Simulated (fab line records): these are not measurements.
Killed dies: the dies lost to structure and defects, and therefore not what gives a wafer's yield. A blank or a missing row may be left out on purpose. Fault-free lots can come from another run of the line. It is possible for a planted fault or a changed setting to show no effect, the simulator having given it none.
Matching of chambers ; flow nand harc ; rie diel-04 running NHARC_A_SGD_CUT_DESCUM_14: 4 sister chambers
The step chemistry O2, time 3 s. 20 wafers are shown with their chamber, then 10 later ones without.

## WAFERS, EACH WITH ITS CHAMBER
wafer;chamber;drypump motor current A (A);oes product au (a.u.);o2 flow sccm (sccm)
L075.1;3;5.4;0.995;200.6
L075.2;2;5.7;1.004;200.1
L075.3;0;5.1;1.001;200.6
L078.1;1;6.4;0.984;200.4
L078.4;3;5.4;0.982;199.9
L078.6;1;6.4;0.979;200.1
L076.2;2;5.8;1.013;201.0
L076.3;0;5.2;0.993;200.6
L076.6;0;5.2;1.008;199.6
L082.2;0;5.1;0.997;199.2
L082.5;0;5.1;1.004;199.7
L082.6;3;5.4;0.992;198.9
L081.1;2;5.8;0.994;200.0
L081.2;0;5.1;1.015;200.4
L081.4;1;6.4;0.998;197.9
L084.3;3;5.4;0.972;199.9
L084.4;0;5.2;0.999;200.3
L084.5;2;5.7;1.002;199.0
L088.1;1;6.4;0.979;200.6
L088.2;2;5.7;0.982;200.3

SIGNATURES, as means of the wafers listed above
reading;chamber 0;chamber 1;chamber 2;chamber 3;scatter within a chamber
drypump motor current A;5.143;6.400;5.740;5.400;0.0427
oes product au;1.00243;0.98500;0.99900;0.98525;0.00948
o2 flow sccm;200.057;199.750;200.080;199.825;0.793
Rule: for a wafer and a chamber, the distance is found by dividing, reading by reading, the gap between the wafer's reading and the chamber's mean by the reading's scatter, squaring, summing and taking the root. The wafer belongs to the nearest chamber; if the next one is less than 2 further off, it can't be placed. How the scatter is found: for the shown wafers, subtract from each reading the mean of its chamber, square and add these, divide the total by (wafers less chambers), then take the root.

## WAFERS WITH NO CHAMBER GIVEN
wafer;drypump motor current A (A);oes product au (a.u.);o2 flow sccm (sccm)
L088.4;5.2;0.986;199.4
L093.1;5.1;0.990;200.6
L093.2;6.4;0.987;200.0
L093.3;5.4;0.992;199.1
L091.2;5.8;1.000;200.0
L091.4;5.1;0.986;200.4
L091.5;6.4;0.994;199.6
L096.1;6.4;0.999;199.3
L096.4;5.4;0.980;199.3
L096.6;5.1;0.991;199.6

## WHICH CHAMBER EACH WENT THROUGH
wafer;from the rows above;in truth
L088.4;0;0
L093.1;0;0
L093.2;1;1
L093.3;3;3
L091.2;2;2
L091.4;0;0
L091.5;1;1
L096.1;1;1
L096.4;3;3
L096.6;0;0
Placed correctly: 10 of 10. Number that these rows cannot place: 0. Placed wrongly: 0.
